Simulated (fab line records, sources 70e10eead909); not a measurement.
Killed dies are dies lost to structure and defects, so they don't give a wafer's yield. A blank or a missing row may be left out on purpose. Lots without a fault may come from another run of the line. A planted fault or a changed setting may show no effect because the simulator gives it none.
Chamber matching | flow nand_harc | NHARC_A_SGD_CUT_DEP_00 on pecvd-04: 3 sister chambers
The step deposits SiNx, target thk 50 nm. 6 wafers are shown with their chamber, then 7 later ones without.

WAFERS WITH THEIR CHAMBER
wafer  | chamber | heater_power_w (W) | heater_power_outer_w (W)
L077.6 | 1       | 756                | 450
L081.1 | 0       | 697                | 436
L081.2 | 2       | 710                | 421
L081.6 | 1       | 778                | 455
L082.2 | 2       | 830                | 518
L082.4 | 0       | 668                | 395

WAFERS WITHOUT THEIR CHAMBER
wafer  | heater_power_w (W) | heater_power_outer_w (W)
L082.6 | 667                | 404
L090.1 | 685                | 391
L090.3 | 712                | 455
L090.5 | 680                | 399
L096.1 | 771                | 503
L096.2 | 746                | 469
L096.3 | 660                | 349

WHICH CHAMBER EACH WENT THROUGH
wafer  | from the rows above          | in truth
L082.6 | can't be placed: 0 or 1      | 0
L090.1 | can't be placed: 0 or 1 or 2 | 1
L090.3 | can't be placed: 1 or 0 or 2 | 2
L090.5 | can't be placed: 0 or 1      | 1
L096.1 | can't be placed: 2 or 1 or 0 | 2
L096.2 | can't be placed: 2 or 1 or 0 | 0
L096.3 | can't be placed: 0 or 1 or 2 | 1
Placed correctly: 0 of 7. Can't be placed from these rows: 7 (the true chamber is among the candidates in 7). Placed wrongly: 0.
How it was worked out, from the rows above alone: a wafer's distance from a chamber is the root of the sum, over the readings, of the square of ((its reading less the chamber's mean) divided by the reading's scatter). The wafer belongs to the nearest chamber; if the next one is less than 2 further off, it can't be placed. A chamber's mean is the mean of its shown wafers. The scatter: the root of (the sum of the squares of (reading less its chamber's mean) over the shown wafers, divided by (wafers less chambers)).
